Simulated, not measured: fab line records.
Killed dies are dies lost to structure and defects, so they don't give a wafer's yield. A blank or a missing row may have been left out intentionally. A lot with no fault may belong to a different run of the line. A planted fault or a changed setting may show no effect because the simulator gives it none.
fab line records	flow n5Finfet
record: lots: 9	wafers: 27	lastDay: 19
route steps=1938 shown FIN_SAQP@130 BEOL_M4@1111 PASSIVATION@1936
lots with no fault: from the same line, run without faults
startH: start of the lot's first displayed wafer, in hours after the record's first day	waitH: how many hours have passed since the lot's step before this one	" identical to the entry in the row above	L1.1+2: several wafers, shown together as one row	- value missing, or start not given	* or withheld: withheld	< > ~ a bound
route shown NAME@n: a module of which the file shows steps, and the number in the route of the first	usual: mean and standard deviation over wafers with no fault	same: alike in all rows	chamber/n: place in a boat	sites: the reading at each site	_std_site: how widely they spread, as a standard deviation	_edge_site: mean of outer sites minus mean of inner sites	radiusMm: for every site, how far away it sits from the centre of the wafer	mask NAME#n: copy n	behind: the tool/chamber that last shaped the wafer	hold: why the lot was held/for how many hours/how that ended	device: names the non-switching transistor (n, p or np)	end of line: at the end of the route, the tests of the same wafers	step lacking rows: just its recipe	killed: the dies lost at the first sort to structure and to defects; this is not the yield of the wafer	map: shows each die of a wafer: x if killed, . if not, _ if none is there
set.NAME: setting as actually run; set.NAME@STEP: the setting as run at that earlier step	model.NAME: the simulator's own value behind a step, which no gauge read
steps of the route over a sample of lots; a table a step, a row a wafer
services: from which hour (startH, from the record's first day; less than 0 if before it) a tool's chamber was out of use, for how many hours, and why
== steps ==
step: N5_FIN_SAQP_ETCH_65
recipe: chemistry: CF4	target: SiO2	targetDepthA: 40	ionEnergyEv: 350	timeS: 4.4	pressureMtorr: 10	icpW: 800	biasW: 400	cf4FlowSccm: 80
usual: drypumpMotorCurrentA: 5.8/0.59	oesProductAu: 1.014/0.021	throttleValvePct: 21.69/0.25
lot.wafer	tool	chamber	startH	waitH	drypumpMotorCurrentA	oesProductAu	rfHoursCounterH	throttleValvePct
L834.1	rieSi-01	0	25.08	0.1	5.4	1.017	147	21.78
L834.3	"	2	"	"	6.7	1.029	128	21.54
L834.5	"	2	"	"	6.7	1.022	-	21.55
L836.3	rieSi-02	1	36.73	0.1	6.6	1.042	5	21.59
L836.4	"	3	"	"	6.0	0.965	59	21.43
L836.6	"	3	"	"	6.0	0.963	-	21.44
L837.2	rieSi-01	2	42.38	0.1	6.7	1.011	129	21.56
L837.4	"	3	"	"	5.1	1.011	6	21.44
L837.5	"	2	"	"	6.7	1.017	-	21.55
L838.1	rieSi-01	2	47.81	0.1	6.7	1.025	129	21.56
L838.3	"	1	"	"	5.8	0.991	130	22.12
L838.5	"	3	"	"	5.1	1.011	-	21.42
L846.3	rieSi-01	1	100.46	0.1	5.8	0.991	131	22.11
L846.4	"	3	"	"	5.1	1.014	7	21.42
L846.5	"	1	"	"	5.8	0.993	-	22.11
L847.1	rieSi-01	0	104.09	0.1	5.4	1.017	149	21.78
L847.2	"	1	"	"	5.8	0.975	131	22.11
L847.3	"	3	"	"	5.1	1.023	7	21.43
L852.2	rieSi-01	1	132.24	0.1	5.8	0.987	132	22.12
L852.4	"	2	"	"	6.7	1.031	131	21.54
L852.6	"	1	"	"	5.8	0.987	-	22.12
L854.3	rieSi-02	1	145.61	0.1	6.6	1.030	7	21.61
L854.4	"	0	"	"	5.4	1.042	57	21.65
L854.5	"	2	"	"	5.7	0.993	-	21.70
L857.1	rieSi-01	3	167.34	0.1	5.1	1.008	8	21.43
L857.3	"	2	"	"	6.7	1.025	131	21.56
L857.6	"	1	"	"	5.8	0.985	-	22.11
step: N5_FIN_SAQP_MANDREL_ETCH_58
recipe: chemistry: HBr/Cl2	target: a-Si	targetDepthA: 450	btTimeS: 10	stopOn: SiNx	maskMaterial: SiO2	overEtchFrac: 0.8	timeS: 27	pressureMtorr: 10	icpW: 800	biasW: 75	HBr_flow_sccm: 150	Cl2_flow_sccm: 80	ends: endPoint
usual: drypumpMotorCurrentA: 5.8/0.59	oesProductAu: 0.702/0.014	throttleValvePct: 35.42/0.23
lot.wafer	tool	chamber	startH	waitH	drypumpMotorCurrentA	oesProductAu	rfHoursCounterH	throttleValvePct
L834.1	rieSi-01	0	25.11	0.0	5.4	0.684	147	35.45
L834.3	"	2	"	"	6.7	0.715	128	35.23
L834.5	"	2	"	"	6.7	0.715	-	35.20
L836.3	rieSi-02	1	36.76	0.0	6.6	0.714	5	35.60
L836.4	"	3	"	"	6.0	0.687	59	35.41
L836.6	"	3	"	"	6.0	0.697	-	35.42
L837.2	rieSi-01	2	42.41	0.0	6.7	0.704	129	35.20
L837.4	"	3	"	"	5.1	0.715	6	35.30
L837.5	"	2	"	"	6.7	0.716	-	35.23
L838.1	rieSi-01	2	47.84	0.0	6.7	0.718	129	35.21
L838.3	"	1	"	"	5.8	0.690	130	35.73
L838.5	"	3	"	"	5.1	0.710	-	35.30
L846.3	rieSi-01	1	100.49	0.0	5.8	0.688	131	35.73
L846.4	"	3	"	"	5.1	0.713	7	35.30
L846.5	"	1	"	"	5.8	0.691	-	35.71
L847.1	rieSi-01	0	104.12	0.0	5.4	0.683	149	35.46
L847.2	"	1	"	"	5.8	0.689	131	35.71
L847.3	"	3	"	"	5.1	0.711	7	35.33
L852.2	rieSi-01	1	132.28	0.0	5.8	0.688	132	35.72
L852.4	"	2	"	"	6.7	0.712	131	35.22
L852.6	"	1	"	"	5.8	0.687	-	35.72
L854.3	rieSi-02	1	145.65	0.0	6.6	0.717	7	35.61
L854.4	"	0	"	"	5.4	0.719	57	35.10
L854.5	"	2	"	"	5.7	0.706	-	35.64
L857.1	rieSi-01	3	167.37	0.0	5.1	0.701	8	35.32
L857.3	"	2	"	"	6.7	0.708	131	35.22
L857.6	"	1	"	"	5.8	0.697	-	35.71
step: N5_FIN_SAQP_STRIP_77
recipe: chemistry: N2/H2	timeS: 90	powerW: 100	tempC: 40	pressureMtorr: 100	rfFrequencyHz: 6e+07	biasPowerW: 3	n2FlowSccm: 300	h2FlowSccm: 300
usual: biasPowerW: 3.000/0.0092	drypumpMotorCurrentA: 6.0/0.43	h2FlowSccm: 300.0/0.89	oesProductAu: 0.82/0.1	rfVppV: 45.2/0.87	showerheadPlenumPTorr: 3.36/0.13	throttleValvePct: 12.18/0.29
lot.wafer	tool	chamber	startH	waitH	biasPowerW	drypumpMotorCurrentA	h2FlowSccm	oesProductAu	rfHoursCounterH	rfVppV	showerheadPlenumPTorr	throttleValvePct
L834.1	rieDiel-03	2	26.61	0.0	2.985	5.1	300.7	0.76	134	45.0	3.41	12.33
L834.3	"	0	"	"	2.992	5.7	300.3	0.74	178	45.2	3.21	12.35
L834.5	"	0	"	"	3.004	5.7	299.0	0.74	-	44.7	3.21	12.37
L836.3	rieDiel-04	0	38.80	0.0	3.011	6.3	300.7	0.70	233	45.7	3.32	12.32
L836.4	"	1	"	"	3.000	6.3	298.7	0.99	-	45.1	3.45	11.98
L836.6	"	2	"	"	2.992	6.4	299.0	0.74	-	42.6	3.23	12.52
L837.2	rieDiel-02	2	44.06	0.0	2.985	6.0	300.0	0.85	74	46.2	3.55	11.95
L837.4	"	1	"	"	2.990	6.2	300.1	0.70	219	44.3	3.22	12.38
L837.5	"	3	"	"	3.000	6.4	301.1	0.69	-	46.4	3.48	12.65
L838.1	rieDiel-04	0	49.34	0.0	2.985	6.3	300.2	0.69	238	45.6	3.32	12.32
L838.3	"	1	"	"	3.022	6.3	302.2	0.97	9	45.4	3.45	11.98
L838.5	"	2	"	"	3.007	6.3	298.5	0.74	-	44.5	3.23	12.53
L846.3	rieDiel-03	0	102.10	0.0	2.997	5.7	299.1	0.72	210	44.4	3.19	12.44
L846.4	"	3	"	"	3.011	5.4	299.4	0.92	10	44.8	3.60	11.81
L846.5	"	0	"	"	2.990	5.7	299.3	0.72	-	45.2	3.19	12.44
L847.1	rieDiel-04	2	105.92	0.0	3.016	6.3	301.2	0.72	191	43.7	3.21	12.60
L847.2	"	3	"	"	3.001	5.3	300.7	0.91	20	44.9	3.30	11.71
L847.3	"	0	"	"	3.007	6.3	299.0	1.01	0	45.1	3.31	11.72
L852.2	rieDiel-02	3	133.77	0.0	2.992	6.4	299.0	0.91	25	45.7	3.46	12.10
L852.4	"	0	"	"	2.993	6.4	300.0	0.74	-	45.8	3.25	12.39
L852.6	"	2	"	"	2.994	6.0	299.4	0.81	-	44.9	3.53	12.04
L854.3	rieDiel-04	0	147.14	0.0	3.007	6.3	300.5	0.94	13	44.5	3.30	11.75
L854.4	"	3	"	"	2.992	5.3	300.0	0.88	33	44.6	3.29	11.72
L854.5	"	2	"	"	2.997	6.3	299.2	0.71	-	44.4	3.21	12.61
L857.1	rieDiel-02	3	169.35	0.0	2.996	6.3	300.2	0.89	41	45.2	3.45	12.14
L857.3	"	2	"	"	3.001	6.0	300.1	0.80	123	45.9	3.52	12.08
L857.6	"	0	"	"	3.007	6.4	302.4	0.74	-	45.9	3.24	12.44
step: N5_FIN_SAQP_ETCH_64
recipe: chemistry: CF4	target: SiO2	targetDepthA: 15	ionEnergyEv: 350	pressureMtorr: 10	icpW: 800	biasW: 400	cf4FlowSccm: 80
usual: drypumpMotorCurrentA: 5.7/0.55	oesProductAu: 1.014/0.022	throttleValvePct: 21.71/0.26
lot.wafer	tool	chamber	startH	waitH	drypumpMotorCurrentA	oesProductAu	rfHoursCounterH	throttleValvePct
L834.1	rieSi-02	1	26.78	0.0	6.6	1.043	5	21.61
L834.3	"	2	"	"	5.7	1.006	204	21.90
L834.5	"	1	"	"	6.5	1.044	-	21.60
L836.3	rieSi-01	0	38.98	0.0	5.4	1.015	147	21.78
L836.4	"	3	"	"	5.1	1.024	6	21.44
L836.6	"	3	"	"	5.1	1.017	-	21.42
L837.2	rieSi-06	2	44.23	0.0	5.1	1.006	175	22.31
L837.4	"	0	"	"	5.3	1.020	-	21.62
L837.5	"	2	"	"	5.1	1.006	-	22.31
L838.1	rieSi-01	1	49.51	0.0	5.8	0.987	130	22.10
L838.3	"	3	"	"	5.1	1.024	6	21.43
L838.5	"	1	"	"	5.8	0.988	-	22.12
L846.3	rieSi-01	0	102.28	0.0	5.4	1.009	149	21.77
L846.4	"	1	"	"	5.8	1.257	131	22.21
L846.5	"	2	"	"	6.7	1.034	-	21.56
L847.1	rieSi-01	0	106.10	0.0	5.4	1.008	149	21.78
L847.2	"	2	"	"	6.7	1.299	130	21.65
L847.3	"	1	"	"	5.8	0.991	131	22.13
L852.2	rieSi-06	2	133.94	0.0	5.1	1.013	177	22.30
L852.4	"	1	"	"	5.8	1.026	194	21.41
L852.6	"	1	"	"	5.8	1.029	-	21.40
L854.3	rieSi-02	0	147.32	0.0	5.4	1.042	57	21.68
L854.4	"	3	"	"	6.0	0.966	61	21.42
L854.5	"	2	"	"	5.7	1.000	-	21.71
L857.1	rieSi-01	1	169.52	0.0	5.8	0.997	132	22.13
L857.3	"	3	"	"	5.1	1.021	8	21.46
L857.6	"	2	"	"	6.7	1.033	-	21.56
step: N5_BEOL_M4_RC_MEAS_101
usual: DIBL_N: 36.3/1.9	DIBL_P: 36.0/2.1	IOFF_N: 0.16/0.031	IOFF_P: 0.21/0.035	ION_N: 675/14	ION_P: 464/8.5	SS_N: 71.5/0.6	SS_P: 73.3/0.72	VT_N: 250/3.2	VT_P: -250/3.1
lot.wafer	tool	chamber	startH	waitH	DIBL_N[mV/V]	DIBL_P[mV/V]	IOFF_N[nA/um]	IOFF_P[nA/um]	ION_N[uA/um]	ION_P[uA/um]	SS_N[mV/dec]	SS_P[mV/dec]	VT_N[mV]	VT_P[mV]
L834.1	prober-02	0	162.43	0.0	37.9	38.3	0.19	0.27	683	472	71.8	74.1	247	-245
L834.3	"	0	"	"	38.2	39.7	0.21	0.31	705	484	71.7	74.4	245	-244
L834.5	"	0	"	"	37.5	38.2	0.19	0.27	688	470	71.7	74.0	245	-246
L836.3	prober-01	0	174.19	0.3	33.5	31.3	0.11	0.14	649	443	70.3	72.5	254	-258
L836.4	"	0	"	"	37.7	36.1	0.17	0.20	662	455	72.0	73.5	253	-252
L836.6	"	0	"	"	34.6	32.5	0.13	0.15	664	452	71.9	72.4	253	-256
L837.2	prober-01	0	183.01	0.2	34.5	36.0	0.14	0.19	691	475	70.4	73.7	249	-252
L837.4	"	0	"	"	34.5	36.8	0.14	0.20	673	464	70.9	74.3	251	-250
L837.5	"	0	"	"	39.1	41.7	0.24	0.29	698	470	71.9	74.9	242	-247
L838.1	prober-02	0	186.04	0.0	36.8	36.4	0.15	0.20	654	452	72.1	73.0	254	-254
L838.3	"	0	"	"	35.1	34.4	0.13	0.18	664	455	70.7	72.6	253	-253
L838.5	"	0	"	"	34.9	34.6	0.13	0.18	668	459	71.4	73.1	253	-253
L854.3	prober-01	0	289.68	0.3	35.2	36.5	0.14	0.17	678	458	70.4	72.9	248	-257
L854.4	"	0	"	"	35.7	36.8	0.16	0.18	681	457	71.7	73.2	248	-254
L854.5	"	0	"	"	37.2	39.7	0.19	0.22	698	471	72.5	73.5	246	-250
L852.2	prober-02	0	307.71	0.2	37.5	35.8	0.16	0.21	694	471	71.5	74.1	249	-249
L852.4	"	0	"	"	39.9	38.6	0.21	0.25	683	462	72.6	74.0	245	-247
L852.6	"	0	"	"	40.5	39.5	0.24	0.27	715	481	72.2	74.0	244	-245
L847.1	prober-02	0	320.06	0.0	37.1	36.4	0.16	0.20	672	461	72.1	73.9	255	-252
L847.2	"	0	"	"	37.8	38.5	0.18	0.25	673	468	71.9	74.0	251	-248
L847.3	"	0	"	"	36.8	35.7	0.15	0.21	676	469	71.6	73.9	251	-250
L846.3	prober-01	0	326.96	0.3	36.0	36.1	0.17	0.25	686	473	71.2	72.8	246	-243
L846.4	"	0	"	"	35.4	35.1	0.16	0.23	680	468	71.6	72.9	247	-249
L846.5	"	0	"	"	36.2	35.1	0.17	0.22	678	467	71.7	73.2	247	-248
L857.1	prober-01	0	340.67	0.0	36.2	36.7	0.15	0.21	668	460	71.1	73.1	250	-249
L857.3	"	0	"	"	36.5	36.7	0.15	0.21	668	458	70.7	73.2	251	-248
L857.6	"	0	"	"	36.9	37.3	0.16	0.21	665	457	71.4	74.1	251	-250
step: N5_PASSIVATION_PROBE_49
usual: defectLimitedYield: 91.0/1.5	killed_at_M0_to_M3: 32/9.6	killed_at_M4_up: 13/4.7	killedAtContacts: 13/7.2	killedAtFrontEnd: 44/13	killedAtOther: 4/3.4	killedDies: 106/18	killedOpen: 70/13	killedShort: 35/8	sort_bin_5_function: 5.3/0.97	sort_bin_6_memory: 3.4/0.73	sortNPass: 1074/18	sortYieldPct: 91.0/1.5
same: grossDies: 1180	killedAtBackSide: 0	sort_bin_4_leakage[%]: 0	sort_bin_8_speed[%]: 0
lot.wafer	tool	chamber	startH	waitH	defectLimitedYield[%]	killed_at_M0_to_M3	killed_at_M4_up	killedAtContacts	killedAtFrontEnd	killedAtOther	killedDies	killedOpen	killedShort	sort_bin_5_function[%]	sort_bin_6_memory[%]	sortNPass	sortYieldPct[%]
L834.1	prober-01	-	249.84	0.0	90.9	24	11	1	61	10	107	57	49	5.8	2.9	1073	90.9
L834.3	prober-01	-	249.94	0.1	91.9	46	15	3	27	4	95	67	28	5.0	2.7	1085	91.9
L834.5	prober-01	-	250.04	0.2	91.8	31	19	5	33	9	97	61	36	4.3	3.5	1083	91.8
L836.3	prober-01	-	255.80	0.1	89.4	42	16	18	45	4	125	85	40	5.4	5.0	1055	89.4
L836.4	prober-01	-	255.85	0.2	90.9	34	14	19	36	4	107	61	43	5.4	3.1	1073	90.9
L836.6	prober-01	-	255.95	0.3	90.6	24	13	30	40	4	111	81	28	6.9	2.2	1069	90.6
L837.2	prober-02	-	260.82	0.1	87.5	37	13	24	71	2	147	106	41	6.8	5.2	1033	87.5
L837.4	prober-02	-	260.92	0.2	90.0	30	20	13	47	8	118	78	39	6.1	3.6	1062	90.0
L837.5	prober-02	-	260.97	0.2	91.1	23	13	14	49	6	105	66	39	5.9	2.5	1075	91.1
L838.1	prober-01	-	266.01	0.0	89.3	49	9	16	43	9	126	76	47	6.1	4.1	1054	89.3
L838.3	prober-01	-	266.11	0.1	89.3	43	11	20	37	15	126	80	46	6.3	3.9	1054	89.3
L838.5	prober-01	-	266.21	0.2	93.7	22	10	4	34	4	74	48	25	4.4	1.6	1106	93.7
L854.3	prober-01	-	396.16	0.1	89.8	28	13	4	59	16	120	69	49	5.7	4.0	1060	89.8
L854.4	prober-01	-	396.21	0.2	91.2	23	16	28	31	6	104	69	34	5.0	3.2	1076	91.2
L854.5	prober-01	-	396.26	0.2	92.7	13	12	18	36	7	86	58	28	4.5	2.5	1094	92.7
L852.2	prober-01	-	420.86	0.1	87.6	67	11	8	53	7	146	84	57	6.2	5.7	1034	87.6
L852.4	prober-01	-	420.96	0.2	90.3	32	10	18	49	5	114	76	32	5.4	3.7	1066	90.3
L852.6	prober-01	-	421.06	0.3	87.6	49	20	12	58	7	146	98	48	6.5	5.4	1034	87.6
L846.3	prober-02	-	442.20	0.1	90.3	23	21	21	46	3	114	85	29	5.8	3.7	1066	90.3
L846.4	prober-02	-	442.25	0.2	90.8	30	20	16	40	3	109	82	26	5.3	3.6	1071	90.8
L846.5	prober-02	-	442.30	0.2	88.8	41	17	43	31	0	132	86	41	6.2	4.2	1048	88.8
L847.1	prober-01	-	442.27	0.0	90.1	38	19	12	33	15	117	81	34	5.5	3.8	1063	90.1
L847.2	prober-01	-	442.32	0.1	92.7	24	16	4	35	7	86	59	23	3.9	3.3	1094	92.7
L847.3	prober-01	-	442.37	0.1	93.2	25	7	6	39	3	80	54	25	4.0	2.3	1100	93.2
L857.1	prober-01	-	446.48	0.0	90.4	51	15	13	32	2	113	76	37	6.1	3.4	1067	90.4
L857.3	prober-01	-	446.58	0.1	93.5	23	4	6	38	6	77	50	27	3.7	2.5	1103	93.5
L857.6	prober-01	-	446.73	0.3	91.3	30	17	20	34	2	103	72	31	5.5	2.8	1077	91.3
killed by level:class
L834.1 FIN_SAQP:geometricParticle:short=25 FIN_SAQP:geometricParticle:open=23 BEOL_M0_SAQP:geometricParticle:open=6 BEOL_M0_SAQP:geometricParticle:short=5 BEOL_M1:geometricParticle:open=5 GATE_CUT:geometricParticle:short=4 STI_FIN_REVEAL:geometricParticle:open=3 BEOL_M1:geometricParticle:short=3
L834.3 BEOL_M2:geometricParticle:open=13 FIN_SAQP:geometricParticle:open=8 BEOL_M1:geometricParticle:open=8 BEOL_M0_SAQP:geometricParticle:short=7 BEOL_M3:geometricParticle:open=7 BEOL_M7:geometricParticle:open=6 FIN_SAQP:geometricParticle:short=4 STI_FIN_REVEAL:geometricParticle:open=4
L834.5 BEOL_M4:geometricParticle:open=9 FIN_SAQP:geometricParticle:open=8 GATE_CUT:geometricParticle:short=7 BEOL_M2:geometricParticle:open=5 BEOL_M1:geometricParticle:open=5 BEOL_M3:geometricParticle:open=5 DUMMY_GATE:geometricParticle:open=4 MOL_CONTACT_COAG:geometricParticle:open=4
L836.3 STI_FIN_REVEAL:geometricParticle:open=23 MOL_CONTACT_COAG:geometricParticle:open=16 STI_FIN_REVEAL:geometricParticle:short=8 BEOL_M0_SAQP:geometricParticle:short=8 BEOL_M2:geometricParticle:open=8 BEOL_M4:geometricParticle:open=7 BEOL_M0_SAQP:geometricParticle:open=7 BEOL_M3:geometricParticle:open=7
L836.4 MOL_CONTACT_COAG:geometricParticle:open=16 BEOL_M0_SAQP:geometricParticle:open=9 GATE_CUT:geometricParticle:short=7 BEOL_M0_SAQP:geometricParticle:short=7 BEOL_M4:geometricParticle:short=6 BEOL_M3:geometricParticle:open=5 BEOL_M5:geometricParticle:open=5 STI_FIN_REVEAL:geometricParticle:open=4
L836.6 MOL_CONTACT_COAG:geometricParticle:open=25 BEOL_M3:geometricParticle:open=12 STI_FIN_REVEAL:geometricParticle:open=11 GATE_CUT:geometricParticle:short=6 DUMMY_GATE:geometricParticle:open=6 STI_FIN_REVEAL:geometricParticle:short=5 FIN_SAQP:geometricParticle:open=4 MOL_CONTACT_COAG:geometricParticle:short=4
L837.2 MOL_CONTACT_COAG:geometricParticle:open=20 FIN_SAQP:geometricParticle:open=19 STI_FIN_REVEAL:geometricParticle:open=15 FIN_SAQP:geometricParticle:short=14 BEOL_M3:geometricParticle:open=10 BEOL_M0_SAQP:geometricParticle:open=9 BEOL_M4:geometricParticle:open=7 BEOL_M2:geometricParticle:open=6
L837.4 MOL_CONTACT_COAG:geometricParticle:open=12 FIN_SAQP:geometricParticle:open=10 BEOL_M0_SAQP:geometricParticle:open=10 BEOL_M4:geometricParticle:open=10 STI_FIN_REVEAL:geometricParticle:open=5 FIN_SAQP:geometricParticle:short=4 STI_FIN_REVEAL:geometricParticle:short=4 DUMMY_GATE:geometricParticle:open=4
L837.5 FIN_SAQP:geometricParticle:open=17 MOL_CONTACT_COAG:geometricParticle:open=11 BEOL_M0_SAQP:geometricParticle:open=7 FIN_SAQP:geometricParticle:short=6 STI_FIN_REVEAL:geometricParticle:open=6 GATE_CUT:geometricParticle:short=6 BEOL_M0_SAQP:geometricParticle:short=5 BEOL_M2:geometricParticle:open=5
L838.1 BEOL_M0_SAQP:geometricParticle:open=13 BEOL_M0_SAQP:geometricParticle:short=11 BEOL_M3:geometricParticle:open=10 FIN_SAQP:geometricParticle:short=9 MOL_CONTACT_COAG:geometricParticle:open=9 STI_FIN_REVEAL:geometricParticle:open=8 MOL_CONTACT_COAG:geometricParticle:short=7 BEOL_M2:geometricParticle:open=7
L838.3 MOL_CONTACT_COAG:geometricParticle:open=15 BEOL_M0_SAQP:geometricParticle:open=12 FIN_SAQP:geometricParticle:open=11 STI_FIN_REVEAL:geometricParticle:open=9 BEOL_M0_SAQP:geometricParticle:short=9 BEOL_M3:geometricParticle:open=9 FIN_SAQP:geometricParticle:short=8 BEOL_M4:geometricParticle:open=7
L838.5 STI_FIN_REVEAL:geometricParticle:open=7 BEOL_M0_SAQP:geometricParticle:open=7 BEOL_M2:geometricParticle:open=6 STI_FIN_REVEAL:geometricParticle:short=4 GATE_CUT:geometricParticle:short=4 GATE_CUT:geometricParticle:open=4 MOL_CONTACT_COAG:geometricParticle:open=4 BEOL_M0_SAQP:geometricParticle:short=4
L854.3 FIN_SAQP:geometricParticle:open=17 FIN_SAQP:geometricParticle:short=12 GATE_CUT:geometricParticle:short=11 BEOL_M1:geometricParticle:open=9 STI_FIN_REVEAL:geometricParticle:open=5 BEOL_M5:geometricParticle:open=5 PASS1_DEP:geometricParticle:short=5 MIM_TOP_ETCH:geometricParticle:short=5
L854.4 MOL_CONTACT_COAG:geometricParticle:open=19 STI_FIN_REVEAL:geometricParticle:open=10 MOL_CONTACT_COAG:geometricParticle:short=9 FIN_SAQP:geometricParticle:short=6 BEOL_M2:geometricParticle:open=6 FIN_SAQP:geometricParticle:open=5 BEOL_M0_SAQP:geometricParticle:short=5 BEOL_M0_SAQP:geometricParticle:open=5
L854.5 MOL_CONTACT_COAG:geometricParticle:open=15 FIN_SAQP:geometricParticle:open=9 FIN_SAQP:geometricParticle:short=8 BEOL_M4:geometricParticle:open=7 STI_FIN_REVEAL:geometricParticle:open=4 BEOL_M2:geometricParticle:open=4 PASS1_CAP:geometricParticle:short=3 DUMMY_GATE:geometricParticle:open=3
L852.2 BEOL_M0_SAQP:geometricParticle:short=24 BEOL_M0_SAQP:geometricParticle:open=19 FIN_SAQP:geometricParticle:open=14 BEOL_M3:geometricParticle:open=13 FIN_SAQP:geometricParticle:short=12 STI_FIN_REVEAL:geometricParticle:open=9 MOL_CONTACT_COAG:geometricParticle:open=7 GATE_CUT:geometricParticle:short=4
L852.4 FIN_SAQP:geometricParticle:open=14 BEOL_M0_SAQP:geometricParticle:open=14 MOL_CONTACT_COAG:geometricParticle:open=14 FIN_SAQP:geometricParticle:short=11 STI_FIN_REVEAL:geometricParticle:open=8 BEOL_M0_SAQP:geometricParticle:short=7 BEOL_M3:geometricParticle:open=6 BEOL_M4:geometricParticle:open=6
L852.6 FIN_SAQP:geometricParticle:open=21 BEOL_M0_SAQP:geometricParticle:short=18 BEOL_M0_SAQP:geometricParticle:open=15 FIN_SAQP:geometricParticle:short=12 BEOL_M4:geometricParticle:open=11 MOL_CONTACT_COAG:geometricParticle:open=11 STI_FIN_REVEAL:geometricParticle:open=10 BEOL_M3:geometricParticle:open=9
L846.3 FIN_SAQP:geometricParticle:open=20 MOL_CONTACT_COAG:geometricParticle:open=17 BEOL_M4:geometricParticle:open=9 BEOL_M1:geometricParticle:open=6 BEOL_M5:geometricParticle:open=6 GATE_CUT:geometricParticle:short=5 FIN_SAQP:geometricParticle:short=4 STI_FIN_REVEAL:geometricParticle:open=4
L846.4 MOL_CONTACT_COAG:geometricParticle:open=13 BEOL_M4:geometricParticle:open=13 FIN_SAQP:geometricParticle:open=12 STI_FIN_REVEAL:geometricParticle:open=7 BEOL_M3:geometricParticle:open=6 BEOL_M0:geometricParticle:open=5 DUMMY_GATE:geometricParticle:open=5 BEOL_M1:geometricParticle:open=5
L847.1 BEOL_M1:geometricParticle:open=15 FIN_SAQP:geometricParticle:open=13 MOL_CONTACT_COAG:geometricParticle:open=9 BEOL_M0_SAQP:geometricParticle:short=7 BEOL_M3:geometricParticle:open=7 BEOL_M5:geometricParticle:open=7 PASS1_CAP:geometricParticle:open=6 FIN_SAQP:geometricParticle:short=5
L846.5 MOL_CONTACT_COAG:geometricParticle:open=34 BEOL_M0_SAQP:geometricParticle:short=11 MOL_CONTACT_COAG:geometricParticle:short=9 BEOL_M1:geometricParticle:open=9 FIN_SAQP:geometricParticle:open=7 BEOL_M4:geometricParticle:open=7 BEOL_M0_SAQP:geometricParticle:open=6 HKMG_FIN:areaEtch=5
L847.2 FIN_SAQP:geometricParticle:open=7 DUMMY_GATE:geometricParticle:open=7 BEOL_M3:geometricParticle:open=7 BEOL_M0_SAQP:geometricParticle:short=5 BEOL_M1:geometricParticle:open=5 FIN_SAQP:geometricParticle:short=4 STI_FIN_REVEAL:geometricParticle:open=4 MOL_CONTACT_COAG:geometricParticle:open=4
L847.3 FIN_SAQP:geometricParticle:open=10 STI_FIN_REVEAL:geometricParticle:open=5 BEOL_M1:geometricParticle:open=5 BEOL_M2:geometricParticle:open=5 STARTING-WAFER:geometricParticle:open=5 MOL_CONTACT_COAG:geometricParticle:open=4 FIN_SAQP:geometricParticle:short=3 DUMMY_GATE:geometricParticle:open=3
L857.1 BEOL_M0_SAQP:geometricParticle:short=14 STI_FIN_REVEAL:geometricParticle:open=13 MOL_CONTACT_COAG:geometricParticle:open=13 BEOL_M4:geometricParticle:open=10 BEOL_M1:geometricParticle:short=7 BEOL_M3:geometricParticle:open=7 BEOL_M2:geometricParticle:open=6 STARTING-WAFER:geometricParticle:short=6
L857.3 STI_FIN_REVEAL:geometricParticle:open=9 BEOL_M3:geometricParticle:open=9 DUMMY_GATE:geometricParticle:open=5 GATE_CUT:geometricParticle:short=5 STARTING-WAFER:geometricParticle:short=5 MOL_CONTACT_COAG:geometricParticle:open=4 STI_FIN_REVEAL:geometricParticle:short=3 ILD0:geometricParticle:open=3
L857.6 MOL_CONTACT_COAG:geometricParticle:open=16 BEOL_M2:geometricParticle:open=9 BEOL_M4:geometricParticle:open=7 STI_FIN_REVEAL:geometricParticle:open=6 STI_FIN_REVEAL:geometricParticle:short=5 BEOL_M0_SAQP:geometricParticle:open=5 BEOL_M3:geometricParticle:open=5 FIN_SAQP:geometricParticle:open=4
== services ==
tool	chamber	startH	hours	kind
rieSi-01	0	7.73	4.1	repair
rieDiel-04	1	12.77	-	clean
rieDiel-04	1	12.77	-	consumableReplace:focusRing
rieDiel-04	1	12.77	14.8	scheduledDown
rieDiel-04	1	12.77	14.8	ventCycle
rieDiel-04	-	12.86	0.4	repair
rieDiel-04	-	24.08	0.3	repair
rieSi-01	1	28.59	6.8	repair
rieSi-01	3	35.08	3.5	repair
rieDiel-04	3	36.06	-	clean
rieSi-02	-	38.22	2.8	pm
rieSi-06	1	43.62	4.2	repair
rieSi-02	2	46.09	-	clean
rieSi-02	2	46.09	27.3	scheduledDown
rieSi-02	2	46.09	27.3	ventCycle
rieDiel-03	1	50.89	8.8	repair
rieDiel-04	1	98.25	7.9	repair
rieSi-06	-	100.57	14.6	pm
rieDiel-04	-	101.94	0.2	repair
rieDiel-03	2	103.38	6.4	repair
rieDiel-03	0	107.48	11.9	repair
rieDiel-04	0	111.02	1.2	repair
rieSi-06	-	128.46	0.8	repair
rieDiel-02	1	162.01	21.4	repair
== key ==
firstSign: step: N5_FIN_SAQP_ETCH_64	reading: oesProductAu	direction: up	sigmas: 12	usual: 1.014	struck: 1.278
effect none on later readings
metAt N5_FIN_SAQP_ETCH_64
struckLots L846,L847
struckWafers L846.4,L847.2
notActingAt N5_FIN_SAQP_ETCH_65,N5_FIN_SAQP_MANDREL_ETCH_58,N5_FIN_SAQP_STRIP_77
onsetBetween 49.51 102.28
fault: kind: processParameterDrift	tool: rieSi-01	chamber: -	onsetH: 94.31	steps: N5_FIN_SAQP_ETCH_64	channel: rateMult	offset: 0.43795	shape: step	endH: 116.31	scope: struckWafersOnly
